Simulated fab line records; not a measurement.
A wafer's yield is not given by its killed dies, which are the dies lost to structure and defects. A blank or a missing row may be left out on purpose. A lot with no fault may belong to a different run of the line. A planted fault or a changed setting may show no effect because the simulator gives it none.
Matching of chambers ; flow n5_finfet ; 4 sister chambers for N5_BEOL_M9_DESCUM_33 on rie_diel-05
The step chemistry O2, time 7 s. 8 wafers are shown with their chamber, then 9 later ones without.

## WAFERS WITH THEIR CHAMBER
wafer;chamber;showerhead_plenum_p_Torr (Torr);throttle_valve_pct (%)
L078.5;2;2.02;20.41
L078.6;1;2.14;19.94
L077.1;0;2.01;20.50
L077.3;2;2.02;20.41
L077.5;3;2.17;20.87
L085.1;1;2.14;19.97
L085.3;0;2.00;20.49
L085.5;3;2.17;20.87

## WAFERS WITH NO CHAMBER GIVEN
wafer;showerhead_plenum_p_Torr (Torr);throttle_valve_pct (%)
L086.1;2.17;20.88
L086.3;2.14;19.97
L086.6;2.14;19.96
L093.3;2.13;19.99
L093.5;2.01;20.44
L093.6;2.17;20.91
L094.2;2.16;20.91
L094.3;2.00;20.52
L094.6;2.00;20.50

## THE CHAMBER EACH PASSED THROUGH
wafer;from the rows above;in truth
L086.1;3;3
L086.3;1;1
L086.6;1;1
L093.3;1;1
L093.5;can't be placed: 2 or 0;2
L093.6;3;3
L094.2;3;3
L094.3;0;0
L094.6;0;0
Correct placement for 8 of the 9. From these rows, 1 cannot be placed; in 1 the true chamber is one of the candidates. Number placed wrongly: 0.
How it was worked out, from the rows above alone: a wafer's distance from a chamber is the root of the sum, over the readings, of the square of ((its reading less the chamber's mean) divided by the reading's scatter). If the next closest chamber is less than 2 further off than the closest, the wafer can't be placed; otherwise it belongs to the closest. The mean given for a chamber averages the wafers shown for that chamber. How the scatter is found: for the shown wafers, subtract from each reading the mean of its chamber, square and add these, divide the total by (wafers less chambers), then take the root.
